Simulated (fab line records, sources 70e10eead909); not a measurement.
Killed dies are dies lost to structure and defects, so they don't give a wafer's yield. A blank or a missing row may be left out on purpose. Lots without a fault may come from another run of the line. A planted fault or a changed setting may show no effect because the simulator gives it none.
fab line records | flow nand_harc
record lots=5 wafers=15 last_day=33
route steps=1302 shown P_STI@106 P_GATE@110
lots that met no fault: from a run of the same line without faults
start_h: hours from the record's first day to the start of the lot's first wafer shown | wait_h: hours since the lot's step before | " the same as in the row above | L1.1+2: a row that stands for several wafers | - no value, or no start given | * or withheld: withheld | < > ~ a bound
route shown NAME@n: a module of which the file shows steps, and the number in the route of the first | usual: mean/standard deviation of fault-free wafers | same: alike in all rows | chamber/n: place in a boat | sites: the reading at each site | _std_site: their standard deviation | _edge_site: outer sites' mean less inner sites' | radius_mm: how far each site lies from the wafer's centre | mask NAME#n: copy n | behind: the tool/chamber that last shaped the wafer | hold: why the lot was held/for how many hours/how that ended | device: the transistor (n, p or np) that didn't switch | end of line: the same wafers' tests at the end of the route | a step without rows: its recipe alone | killed: dies lost to structure and defects at the first sort, not the wafer's yield | map: a wafer's dies, x killed, . not, _ none there
set.NAME: the setting as run; set.NAME@STEP: as run at that earlier step | model.NAME: the simulator's own value behind a step, which no gauge read
lots at some steps of the route; a table a step, a row a wafer
services: from which hour (start_h, from the record's first day; less than 0 if before it) a tool's chamber was out of use, for how many hours, and why
## steps
# step NHARC_P_STI_PRECLEAN_38
# recipe time_s=* temp_c=50 bath_age_min=0 chemistry=SC1
# usual temp_c=49.99/0.11
# columns lot.wafer tool chamber start_h wait_h temp_c
L076.6 wet_bench-09 3 - - 50.02
L076.2 " 5 " " 50.18
L076.5 " 6 " " 50.07
L081.1 wet_bench-05 7 - - 50.03
L081.4 " 0 " " 50.00
L081.5 " 2 " " 50.03
L087.3 wet_bench-09 4 - - 50.08
L087.4 " 6 " " 49.83
L087.5 " 7 " " 50.04
L091.2 wet_bench-03 5 - - 49.94
L091.3 " 7 " " 50.07
L091.1 " 1 " " 50.01
L095.4 wet_bench-03 4 - - 49.94
L095.6 " 7 " " 50.11
L095.2 " 0 " " 49.85
# step NHARC_P_STI_SRD_39
# columns lot.wafer tool chamber start_h wait_h
L076.6+2+5 wet_bench-09 3,5,6 - -
L081.1+4+5 wet_bench-05 7,0,2 - -
L087.3+4+5 wet_bench-09 4,6,7 - -
L091.2+3+1 wet_bench-03 5,7,1 - -
L095.4+6+2 wet_bench-03 4,7,0 - -
# step NHARC_P_STI_OXIDE_40
# recipe target_thk_a=100 temp_c=900 ox_time_s=1362 material=SiO2
# usual zone_power_upper_pct=17.3/1.7
# same ox_time_s=1362
# columns lot.wafer tool chamber start_h wait_h zone_power_upper_pct
L076.2 furnace-04 0 90.30 - 16.0
L076.5 " 0 " " 16.2
L076.6 " 0 " " 15.9
L081.1 furnace-01 0 137.76 - 19.4
L081.4 " 0 " " 19.8
L081.5 " 0 " " 19.5
L087.3 furnace-02 0 196.88 - 16.1
L087.4 " 0 " " 16.1
L087.5 " 0 " " 15.9
L091.1 furnace-04 0 242.82 - 16.1
L091.2 " 0 " " 16.2
L091.3 " 0 " " 15.9
L095.2 furnace-04 0 275.32 - 16.2
L095.4 " 0 " " 16.3
L095.6 " 0 " " 16.2
# step NHARC_P_STI_INSPECT_25
# usual raw_defect_count=214/78
# columns lot.wafer tool chamber start_h wait_h raw_defect_count
L076.2 defect_inspect-01 - 94.38 0.4 429
L076.5 " - " " 352
L076.6 " - " " 282
L081.1 defect_inspect-02 - 141.80 0.4 148
L081.4 " - " " 306
L081.5 " - " " 171
L087.3 defect_inspect-02 - 200.88 0.4 258
L087.4 " - " " 158
L087.5 " - " " 141
L091.1 defect_inspect-02 - 246.93 0.4 202
L091.2 " - " " 161
L091.3 " - " " 255
L095.2 defect_inspect-01 - 279.29 0.4 260
L095.4 " - " " 221
L095.6 " - " " 162
# step NHARC_P_GATE_ETCH_69
# recipe target_depth_a=140 chemistry=dHF material=SiO2
# columns lot.wafer tool chamber start_h wait_h
L076.2+5+6 wet_bench-07 2,4,5 94.43 0.1
L081.4+5+1 wet_bench-06 5,6,0 141.87 0.1
L087.5+3+4 wet_bench-07 5,6,1 200.94 0.1
L091.1+3+2 wet_bench-07 3,6,0 246.98 0.1
L095.2+4+6 wet_bench-06 2,4,5 279.37 0.1
# step NHARC_P_GATE_PRECLEAN_70
# recipe time_s=* temp_c=50 bath_age_min=0 chemistry=SC1
# usual temp_c=49.99/0.11
# columns lot.wafer tool chamber start_h wait_h temp_c
L076.2 wet_bench-07 2 94.53 0.1 49.98
L076.5 " 4 " " 49.92
L076.6 " 5 " " 50.09
L081.4 wet_bench-06 5 141.95 0.1 49.98
L081.5 " 6 " " 49.92
L081.1 " 0 " " 49.76
L087.5 wet_bench-07 5 201.02 0.1 49.81
L087.3 " 6 " " 50.03
L087.4 " 1 " " 49.91
L091.1 wet_bench-07 3 247.08 0.1 49.98
L091.3 " 6 " " 49.94
L091.2 " 0 " " 50.01
L095.2 wet_bench-06 2 279.44 0.1 50.17
L095.4 " 4 " " 49.79
L095.6 " 5 " " 50.01
# step NHARC_P_GATE_SRD_01
# columns lot.wafer tool chamber start_h wait_h
L076.2+5+6 wet_bench-07 2,4,5 - -
L081.4+5+1 wet_bench-06 5,6,0 - -
L087.5+3+4 wet_bench-07 5,6,1 - -
L091.1+3+2 wet_bench-07 3,6,0 - -
L095.2+4+6 wet_bench-06 2,4,5 - -
# step NHARC_P_GATE_OXIDE_02
# recipe target_thk_a=375 temp_c=950 p_h2o_torr=720 ox_time_s=365 material=SiO2
# usual zone_power_upper_pct=19.5/0.49
# same ox_time_s=365
# columns lot.wafer tool chamber start_h wait_h zone_power_upper_pct
L076.2 furnace-05 0 97.87 - 19.0
L076.5 " 0 " " 18.8
L076.6 " 0 " " 18.9
L081.1 furnace-05 0 145.29 - 18.6
L081.4 " 0 " " 18.6
L081.5 " 0 " " 19.0
L087.3 furnace-06 0 206.68 - 20.4
L087.4 " 0 " " 19.9
L087.5 " 0 " " 19.9
L091.1 furnace-05 0 253.36 - 19.1
L091.2 " 0 " " 19.0
L091.3 " 0 " " 19.0
L095.2 furnace-06 0 283.78 - 20.2
L095.4 " 0 " " 19.8
L095.6 " 0 " " 19.9
# step NHARC_P_GATE_DEHYDRATE_03
# recipe temp_c=150 time_s=120
# usual exhaust_pa=45.0/0.86
# columns lot.wafer tool chamber start_h wait_h exhaust_pa
L076.2 litho_track-05 0 102.53 0.4 45.3
L076.5 " 0 " " 46.3
L076.6 " 0 " " 45.9
L081.1 litho_track-03 0 149.88 0.4 46.5
L081.4 " 0 " " 46.0
L081.5 " 0 " " 46.4
L087.3 litho_track-05 0 211.26 0.4 45.5
L087.4 " 0 " " 45.8
L087.5 " 0 " " 45.4
L091.1 litho_track-03 0 257.93 0.4 45.1
L091.2 " 0 " " 45.9
L091.3 " 0 " " 44.6
L095.2 litho_track-07 0 288.34 0.4 45.2
L095.4 " 0 " " 44.3
L095.6 " 0 " " 45.0
# step NHARC_P_GATE_HMDS_04
# recipe time_s=30
# usual exhaust_pa=44.9/0.87
# columns lot.wafer tool chamber start_h wait_h exhaust_pa
L076.2 litho_track-05 0 - - 43.6
L076.5 " 0 " " 44.4
L076.6 " 0 " " 44.4
L081.1 litho_track-03 0 - - 46.1
L081.4 " 0 " " 45.9
L081.5 " 0 " " 45.4
L087.3 litho_track-05 0 - - 44.6
L087.4 " 0 " " 45.3
L087.5 " 0 " " 44.3
L091.1 litho_track-03 0 - - 44.5
L091.2 " 0 " " 45.9
L091.3 " 0 " " 44.7
L095.2 litho_track-07 0 - - 43.0
L095.4 " 0 " " 43.5
L095.6 " 0 " " 44.6
# step NHARC_P_GATE_COAT_05
# recipe spin_rpm=4690
# usual exhaust_pa=44.9/0.72
# columns lot.wafer tool chamber start_h wait_h exhaust_pa
L076.2 litho_track-05 0 - - 44.5
L076.5 " 0 " " 44.0
L076.6 " 0 " " 45.5
L081.1 litho_track-03 0 - - 45.3
L081.4 " 0 " " 44.1
L081.5 " 0 " " 43.5
L087.3 litho_track-05 0 - - 44.4
L087.4 " 0 " " 45.1
L087.5 " 0 " " 44.4
L091.1 litho_track-03 0 - - 45.6
L091.2 " 0 " " 45.6
L091.3 " 0 " " 46.7
L095.2 litho_track-07 0 - - 45.9
L095.4 " 0 " " 44.9
L095.6 " 0 " " 46.4
# step NHARC_P_GATE_SOFTBAKE_06
# recipe temp_c=122 time_s=95
# usual exhaust_pa=45.2/0.86
# columns lot.wafer tool chamber start_h wait_h exhaust_pa
L076.2 litho_track-05 0 - - 43.6
L076.5 " 0 " " 44.9
L076.6 " 0 " " 44.4
L081.1 litho_track-03 0 - - 45.3
L081.4 " 0 " " 46.1
L081.5 " 0 " " 45.0
L087.3 litho_track-05 0 - - 45.5
L087.4 " 0 " " 45.1
L087.5 " 0 " " 45.5
L091.1 litho_track-03 0 - - 46.6
L091.2 " 0 " " 47.1
L091.3 " 0 " " 46.3
L095.2 litho_track-07 0 - - 45.1
L095.4 " 0 " " 45.2
L095.6 " 0 " " 46.0
# step NHARC_P_GATE_EBR_07
# usual exhaust_pa=44.9/0.92
# columns lot.wafer tool chamber start_h wait_h exhaust_pa
L076.2 litho_track-05 0 - - 45.5
L076.5 " 0 " " 45.8
L076.6 " 0 " " 44.3
L081.1 litho_track-03 0 - - 43.4
L081.4 " 0 " " 43.2
L081.5 " 0 " " 45.7
L087.3 litho_track-05 0 - - 46.4
L087.4 " 0 " " 47.2
L087.5 " 0 " " 46.2
L091.1 litho_track-03 0 - - 44.3
L091.2 " 0 " " 45.0
L091.3 " 0 " " 45.0
L095.2 litho_track-07 0 - - 46.1
L095.4 " 0 " " 45.1
L095.6 " 0 " " 44.1
# step NHARC_P_GATE_EXPOSE_08
# recipe na=0.6 dose_mj=16.75 mask_id=P_HV
# usual reticle_temp_C=23.00/0.089
# columns lot.wafer tool chamber start_h wait_h mask reticle_temp_C
L076.2 krf_scanner-03 0 102.80 - P_HV#0 23.06
L076.5 " 0 " " P_HV#0 22.92
L076.6 " 0 " " P_HV#0 23.11
L081.1 krf_scanner-03 0 150.16 - P_HV#0 23.04
L081.4 " 0 " " P_HV#0 22.98
L081.5 " 0 " " P_HV#0 23.06
L087.3 krf_scanner-01 0 211.54 - P_HV#0 23.11
L087.4 " 0 " " P_HV#0 23.32
L087.5 " 0 " " P_HV#0 23.10
L091.1 krf_scanner-02 0 258.08 - P_HV#0 22.99
L091.2 " 0 " " P_HV#0 22.91
L091.3 " 0 " " P_HV#0 23.03
L095.2 krf_scanner-02 0 288.49 - P_HV#0 22.90
L095.4 " 0 " " P_HV#0 23.06
L095.6 " 0 " " P_HV#0 22.96
# step NHARC_P_GATE_PEB_09
# recipe peb_temp_c=118 peb_time_s=85
# usual exhaust_pa=45.1/1.1
# columns lot.wafer tool chamber start_h wait_h exhaust_pa
L076.2 litho_track-05 0 102.87 0.1 42.9
L076.5 " 0 " " 44.8
L076.6 " 0 " " 44.9
L081.1 litho_track-07 0 150.22 0.1 45.2
L081.4 " 0 " " 45.1
L081.5 " 0 " " 46.3
L087.3 litho_track-03 0 211.60 0.1 46.3
L087.4 " 0 " " 47.0
L087.5 " 0 " " 46.3
L091.1 litho_track-03 0 258.14 0.1 44.9
L091.2 " 0 " " 44.9
L091.3 " 0 " " 45.0
L095.2 litho_track-05 0 288.55 0.1 46.1
L095.4 " 0 " " 44.9
L095.6 " 0 " " 45.4
# step NHARC_P_GATE_DEVELOP_10
# recipe time_s=70
# usual exhaust_pa=45.1/0.9
# columns lot.wafer tool chamber start_h wait_h exhaust_pa
L076.2 litho_track-05 0 - - 43.8
L076.5 " 0 " " 45.4
L076.6 " 0 " " 44.5
L081.1 litho_track-07 0 - - 46.0
L081.4 " 0 " " 45.2
L081.5 " 0 " " 46.7
L087.3 litho_track-03 0 - - 43.9
L087.4 " 0 " " 43.7
L087.5 " 0 " " 43.7
L091.1 litho_track-03 0 - - 46.4
L091.2 " 0 " " 45.6
L091.3 " 0 " " 48.1
L095.2 litho_track-05 0 - - 46.3
L095.4 " 0 " " 46.6
L095.6 " 0 " " 44.5
# step NHARC_P_GATE_CD_MEAS_11
# recipe target_cd_nm=1640 landing_energy_ev=500
# usual cd_nm=1639.5/2.2
# columns lot.wafer tool chamber start_h wait_h cd_nm
L076.2 cd_sem-03 0 102.96 - 1641.3
L076.5 " 0 " " 1640.8
L076.6 " 0 " " 1641.3
L081.1 cd_sem-02 0 150.31 - 1637.8
L081.4 " 0 " " 1636.5
L081.5 " 0 " " 1635.3
L087.3 cd_sem-03 0 211.69 - 1638.8
L087.4 " 0 " " 1641.9
L087.5 " 0 " " 1635.4
L091.1 cd_sem-03 0 258.23 - 1640.0
L091.2 " 0 " " 1634.4
L091.3 " 0 " " 1638.0
L095.2 cd_sem-03 0 288.65 - 1643.7
L095.4 " 0 " " 1641.7
L095.6 " 0 " " 1644.2
# step NHARC_P_GATE_HARDBAKE_12
# recipe temp_c=125 time_s=80
# usual exhaust_pa=45.1/0.85
# columns lot.wafer tool chamber start_h wait_h exhaust_pa
L076.2 litho_track-05 0 103.04 - 44.2
L076.5 " 0 " " 45.4
L076.6 " 0 " " 45.3
L081.1 litho_track-05 0 150.39 - 45.5
L081.4 " 0 " " 46.3
L081.5 " 0 " " 44.9
L087.3 litho_track-03 0 211.78 - 46.5
L087.4 " 0 " " 45.4
L087.5 " 0 " " 45.9
L091.1 litho_track-07 0 258.31 - 44.9
L091.2 " 0 " " 45.1
L091.3 " 0 " " 45.8
L095.2 litho_track-05 0 288.73 - 44.6
L095.4 " 0 " " 43.6
L095.6 " 0 " " 44.7
# step NHARC_P_GATE_DESCUM_13
# recipe time_s=3 o2_flow_sccm=200 ar_flow_sccm=0 bias_power_w=0 chemistry=O2
# usual drypump_motor_current_A=5.6/0.5 oes_product_au=0.999/0.015 rf_vpp_V=58.1/0.86 showerhead_plenum_p_Torr=1.99/0.078 throttle_valve_pct=11.311/0.0095
# columns lot.wafer tool chamber start_h wait_h drypump_motor_current_A oes_product_au rf_hours_counter_h rf_vpp_V showerhead_plenum_p_Torr throttle_valve_pct
L076.2 rie_diel-03 2 103.14 - 5.5 0.996 10 57.2 1.99 11.311
L076.6 " 0 " " 5.2 1.021 - 58.2 2.03 11.311
L076.5 " 1 " " 6.2 0.986 - 57.0 1.81 11.317
L081.1 rie_diel-11 1 150.48 - 4.9 0.993 2 59.6 1.98 11.316
L081.4 " 2 " " 6.6 1.001 3 57.0 1.87 11.306
L081.5 " 1 " " 4.9 0.990 - 57.0 1.98 11.320
L087.4 rie_diel-04 1 211.86 - 4.7 0.988 2 56.0 2.05 11.319
L087.3 " 3 " " 6.3 0.993 2 58.7 2.03 11.305
L087.5 " 0 " " 5.4 1.006 - 58.0 2.06 11.307
L091.3 rie_diel-03 2 258.39 - 5.5 1.000 7 58.7 1.99 11.303
L091.1 " 3 " " 5.7 0.992 8 58.8 2.05 11.323
L091.2 " 1 " " 6.2 0.976 9 58.1 1.81 11.317
L095.2 rie_diel-04 3 288.80 - 6.3 1.004 6 57.1 2.03 11.303
L095.4 " 2 " " 5.8 1.002 6 57.9 2.03 11.318
L095.6 " 3 " " 6.3 1.000 - 58.5 2.03 11.297
# step NHARC_P_GATE_ETCH_14
# recipe target_depth_a=488 chemistry=dHF material=SiO2
# columns lot.wafer tool chamber start_h wait_h
L076.6+2+5 wet_bench-06 1,2,5 103.26 0.1
L081.4+1+5 wet_bench-06 0,1,3 150.62 0.1
L087.5+4+3 wet_bench-01 4,5,6 211.99 0.1
L091.3+1+2 wet_bench-07 5,6,7 258.53 0.1
L095.2+6+4 wet_bench-07 6,1,2 288.95 0.1
# step NHARC_P_GATE_STRIP_15
# recipe time_s=780 temp_c=130 chemistry=SPM
# usual temp_c=130.00/0.16
# columns lot.wafer tool chamber start_h wait_h temp_c
L076.6 wet_bench-06 1 103.30 0.0 129.94
L076.2 " 2 " " 130.17
L076.5 " 5 " " 129.85
L081.4 wet_bench-06 0 150.66 0.0 129.99
L081.1 " 1 " " 130.03
L081.5 " 3 " " 129.90
L087.5 wet_bench-01 4 212.03 0.0 129.77
L087.4 " 5 " " 130.06
L087.3 " 6 " " 129.76
L091.3 wet_bench-07 5 258.57 0.0 130.02
L091.1 " 6 " " 130.02
L091.2 " 7 " " 130.26
L095.2 wet_bench-07 6 288.99 0.0 130.14
L095.6 " 1 " " 129.98
L095.4 " 2 " " 130.17
# step NHARC_P_GATE_PRECLEAN_71
# recipe time_s=* temp_c=50 bath_age_min=0 chemistry=SC1
# usual temp_c=49.99/0.12
# columns lot.wafer tool chamber start_h wait_h temp_c
L076.6 wet_bench-06 1 - - 49.91
L076.2 " 2 " " 49.95
L076.5 " 5 " " 50.04
L081.4 wet_bench-06 0 - - 49.98
L081.1 " 1 " " 50.14
L081.5 " 3 " " 50.19
L087.5 wet_bench-01 4 - - 49.83
L087.4 " 5 " " 49.94
L087.3 " 6 " " 50.11
L091.3 wet_bench-07 5 - - 49.98
L091.1 " 6 " " 50.00
L091.2 " 7 " " 49.97
L095.2 wet_bench-07 6 - - 49.80
L095.6 " 1 " " 49.95
L095.4 " 2 " " 50.02
# step NHARC_P_GATE_SRD_72
# columns lot.wafer tool chamber start_h wait_h
L076.6+2+5 wet_bench-06 1,2,5 - -
L081.4+1+5 wet_bench-06 0,1,3 - -
L087.5+4+3 wet_bench-01 4,5,6 - -
L091.3+1+2 wet_bench-07 5,6,7 - -
L095.2+6+4 wet_bench-07 6,1,2 - -
# step NHARC_P_GATE_OXIDE_16
# recipe target_thk_a=30 temp_c=875 ox_time_s=392 material=SiO2
# usual zone_power_upper_pct=16.2/0.42
# same ox_time_s=392
# columns lot.wafer tool chamber start_h wait_h zone_power_upper_pct
L076.2 furnace-06 0 107.71 - 16.8
L076.5 " 0 " " 16.5
L076.6 " 0 " " 16.5
L081.1 furnace-06 0 154.08 - 16.9
L081.4 " 0 " " 16.7
L081.5 " 0 " " 16.6
L087.3 furnace-05 0 215.59 - 15.5
L087.4 " 0 " " 15.6
L087.5 " 0 " " 15.8
L091.1 furnace-05 0 263.34 - 15.5
L091.2 " 0 " " 15.4
L091.3 " 0 " " 15.9
L095.2 furnace-06 0 292.41 - 16.7
L095.4 " 0 " " 16.6
L095.6 " 0 " " 16.6
# step NHARC_P_GATE_CVD_17
# recipe target_thk_a=1500 temp_c=620 time_s=900 material=poly-Si
# usual zone_power_upper_pct=8.8/1.1
# columns lot.wafer tool chamber start_h wait_h zone_power_upper_pct
L076.2 lpcvd_poly-03 0 113.91 2.7 9.1
L076.5 " 0 " " 9.2
L076.6 " 0 " " 9.1
L081.1 lpcvd_poly-04 0 160.12 2.5 7.7
L081.4 " 0 " " 7.6
L081.5 " 0 " " 7.8
L087.3 lpcvd_poly-03 0 221.82 2.7 9.1
L087.4 " 0 " " 9.2
L087.5 " 0 " " 9.3
L091.1 lpcvd_poly-04 0 269.46 2.5 7.7
L091.2 " 0 " " 7.8
L091.3 " 0 " " 7.8
L095.2 lpcvd_poly-03 0 298.63 2.7 9.3
L095.4 " 0 " " 9.2
L095.6 " 0 " " 9.1
# step NHARC_P_GATE_HM_DEP_102
# recipe target_thk_a=1200 temp_c=400 material=aC
# usual throttle_valve_pct=35.000/0.009
# columns lot.wafer tool chamber start_h wait_h throttle_valve_pct
L076.2 acl_dep-03 0 119.37 3.3 34.978
L076.5 " 0 " " 34.988
L076.6 " 0 " " 35.000
L081.1 acl_dep-03 0 164.32 1.9 35.007
L081.4 " 0 " " 35.006
L081.5 " 0 " " 35.012
L087.3 acl_dep-02 0 225.67 1.6 35.000
L087.4 " 0 " " 35.013
L087.5 " 0 " " 35.004
L091.1 acl_dep-01 0 272.06 0.4 35.011
L091.2 " 0 " " 34.995
L091.3 " 0 " " 35.012
L095.2 acl_dep-01 0 301.33 0.5 34.989
L095.4 " 0 " " 34.987
L095.6 " 0 " " 35.011
# step NHARC_P_GATE_DEP_103
# recipe target_thk_a=300 target_thk_nm=30 temp_c=400 flow_sccm=200 rf_w=350 material=SiON
# usual heater_power_w=715/110
# columns lot.wafer tool chamber start_h wait_h heater_power_w
L076.2 pecvd-03 1 119.98 0.5 569
L076.6 " 2 " " 799
L076.5 " 1 " " 589
L081.1 pecvd-04 0 165.04 0.6 872
L081.4 " 2 " " 758
L081.5 " 0 " " 852
L087.3 pecvd-02 2 226.16 0.4 758
L087.5 " 1 " " 659
L087.4 " 2 " " 759
L091.3 pecvd-03 1 272.84 0.5 552
L091.2 " 2 " " 745
L091.1 " 0 " " 885
L095.2 pecvd-03 0 301.94 0.5 863
L095.6 " 1 " " 626
L095.4 " 0 " " 861
# step NHARC_P_GATE_DEHYDRATE_18
# recipe temp_c=150 time_s=120
# usual exhaust_pa=44.9/0.88
# columns lot.wafer tool chamber start_h wait_h exhaust_pa
L076.2 litho_track-01 0 120.19 0.2 44.2
L076.5 " 0 " " 44.6
L076.6 " 0 " " 45.1
L081.1 litho_track-01 0 165.26 0.2 44.9
L081.4 " 0 " " 46.4
L081.5 " 0 " " 44.3
L087.3 litho_track-06 0 226.41 0.2 45.0
L087.4 " 0 " " 44.8
L087.5 " 0 " " 45.1
L091.1 litho_track-04 0 273.11 0.2 44.9
L091.2 " 0 " " 45.5
L091.3 " 0 " " 45.0
L095.2 litho_track-01 0 302.15 0.2 43.9
L095.4 " 0 " " 44.8
L095.6 " 0 " " 44.1
# step NHARC_P_GATE_HMDS_19
# recipe time_s=30
# usual exhaust_pa=44.8/0.92
# columns lot.wafer tool chamber start_h wait_h exhaust_pa
L076.2 litho_track-01 0 - - 44.7
L076.5 " 0 " " 45.5
L076.6 " 0 " " 46.0
L081.1 litho_track-01 0 - - 44.0
L081.4 " 0 " " 44.3
L081.5 " 0 " " 44.0
L087.3 litho_track-06 0 - - 44.3
L087.4 " 0 " " 44.4
L087.5 " 0 " " 44.6
L091.1 litho_track-04 0 - - 43.2
L091.2 " 0 " " 44.8
L091.3 " 0 " " 43.8
L095.2 litho_track-01 0 - - 45.0
L095.4 " 0 " " 46.4
L095.6 " 0 " " 46.3
# step NHARC_P_GATE_COAT_20
# recipe spin_rpm=1500 resist_thk_nm=90
# usual exhaust_pa=45.0/0.94
# columns lot.wafer tool chamber start_h wait_h exhaust_pa
L076.2 litho_track-01 0 - - 46.3
L076.5 " 0 " " 46.5
L076.6 " 0 " " 45.6
L081.1 litho_track-01 0 - - 43.2
L081.4 " 0 " " 44.0
L081.5 " 0 " " 44.4
L087.3 litho_track-06 0 - - 44.3
L087.4 " 0 " " 44.6
L087.5 " 0 " " 44.3
L091.1 litho_track-04 0 - - 43.9
L091.2 " 0 " " 43.8
L091.3 " 0 " " 43.9
L095.2 litho_track-01 0 - - 45.2
L095.4 " 0 " " 45.4
L095.6 " 0 " " 44.7
# step NHARC_P_GATE_SOFTBAKE_21
# recipe temp_c=105 time_s=55
# usual exhaust_pa=44.9/1
# columns lot.wafer tool chamber start_h wait_h exhaust_pa
L076.2 litho_track-01 0 - - 44.7
L076.5 " 0 " " 44.3
L076.6 " 0 " " 44.5
L081.1 litho_track-01 0 - - 45.4
L081.4 " 0 " " 45.6
L081.5 " 0 " " 44.5
L087.3 litho_track-06 0 - - 45.3
L087.4 " 0 " " 46.7
L087.5 " 0 " " 45.5
L091.1 litho_track-04 0 - - 45.0
L091.2 " 0 " " 44.8
L091.3 " 0 " " 44.2
L095.2 litho_track-01 0 - - 43.1
L095.4 " 0 " " 45.0
L095.6 " 0 " " 44.2
# step NHARC_P_GATE_EBR_22
# usual exhaust_pa=45.0/0.86
# columns lot.wafer tool chamber start_h wait_h exhaust_pa
L076.2 litho_track-01 0 - - 45.3
L076.5 " 0 " " 45.5
L076.6 " 0 " " 45.7
L081.1 litho_track-01 0 - - 43.7
L081.4 " 0 " " 43.2
L081.5 " 0 " " 43.5
L087.3 litho_track-06 0 - - 45.3
L087.4 " 0 " " 45.6
L087.5 " 0 " " 45.8
L091.1 litho_track-04 0 - - 45.9
L091.2 " 0 " " 44.3
L091.3 " 0 " " 45.4
L095.2 litho_track-01 0 - - 43.9
L095.4 " 0 " " 44.7
L095.6 " 0 " " 44.0
# step NHARC_P_GATE_EXPOSE_23
# recipe na=1.35 target_cd_nm=120 dose_mj=93.91 mask_id=P_GATE
# usual reticle_temp_C=23.01/0.11
# columns lot.wafer tool chamber start_h wait_h mask reticle_temp_C
L076.2 arfi_scanner-01 0 120.34 - P_GATE#0 22.97
L076.5 " 0 " " P_GATE#0 23.03
L076.6 " 0 " " P_GATE#0 22.92
L081.1 arfi_scanner-02 0 165.52 - P_GATE#0 22.99
L081.4 " 0 " " P_GATE#0 23.01
L081.5 " 0 " " P_GATE#0 23.21
L087.3 arfi_scanner-01 0 226.68 - P_GATE#0 22.93
L087.4 " 0 " " P_GATE#0 23.07
L087.5 " 0 " " P_GATE#0 23.03
L091.1 arfi_scanner-01 0 273.38 - P_GATE#0 23.13
L091.2 " 0 " " P_GATE#0 23.04
L091.3 " 0 " " P_GATE#0 22.70
L095.2 arfi_scanner-01 0 302.42 - P_GATE#0 22.91
L095.4 " 0 " " P_GATE#0 22.89
L095.6 " 0 " " P_GATE#0 22.91
# step NHARC_P_GATE_PEB_24
# recipe peb_temp_c=100 peb_time_s=65
# usual exhaust_pa=45.2/0.94
# columns lot.wafer tool chamber start_h wait_h exhaust_pa
L076.2 litho_track-04 0 120.40 0.1 44.9
L076.5 " 0 " " 45.7
L076.6 " 0 " " 45.9
L081.1 litho_track-04 0 165.59 0.1 46.1
L081.4 " 0 " " 45.1
L081.5 " 0 " " 46.5
L087.3 litho_track-04 0 226.74 0.0 46.5
L087.4 " 0 " " 46.3
L087.5 " 0 " " 46.8
L091.1 litho_track-04 0 273.44 0.1 46.5
L091.2 " 0 " " 45.0
L091.3 " 0 " " 45.9
L095.2 litho_track-04 0 302.48 0.1 45.5
L095.4 " 0 " " 45.6
L095.6 " 0 " " 43.9
## services
# columns tool chamber start_h hours kind
wet_bench-01 - 70.55 4.1 repair
litho_track-07 - 76.00 7.0 pm
arfi_scanner-01 - 80.00 4.0 pm
litho_track-03 - 100.00 7.0 pm
wet_bench-01 - 101.60 8.0 pm
furnace-05 - 117.83 26.0 pm
litho_track-05 - 124.00 7.0 pm
lpcvd_poly-03 - 141.66 7.5 repair
lpcvd_poly-03 - 149.77 8.1 repair
litho_track-01 - 155.00 7.0 pm
wet_bench-07 - 160.06 8.0 pm
wet_bench-09 - 176.80 8.0 pm
litho_track-06 - 179.00 7.0 pm
wet_bench-06 - 193.60 8.0 pm
litho_track-04 - 203.00 7.0 pm
wet_bench-03 - 210.40 8.0 pm
arfi_scanner-01 - 218.90 0.9 repair
litho_track-07 - 251.00 7.0 pm
arfi_scanner-01 - 252.00 4.0 pm
litho_track-03 - 275.00 7.0 pm
wet_bench-01 - 277.60 8.0 pm
wet_bench-09 - 279.71 56.1 repair
furnace-05 - 298.02 50.4 repair
litho_track-05 - 299.00 7.0 pm
## key
fault none
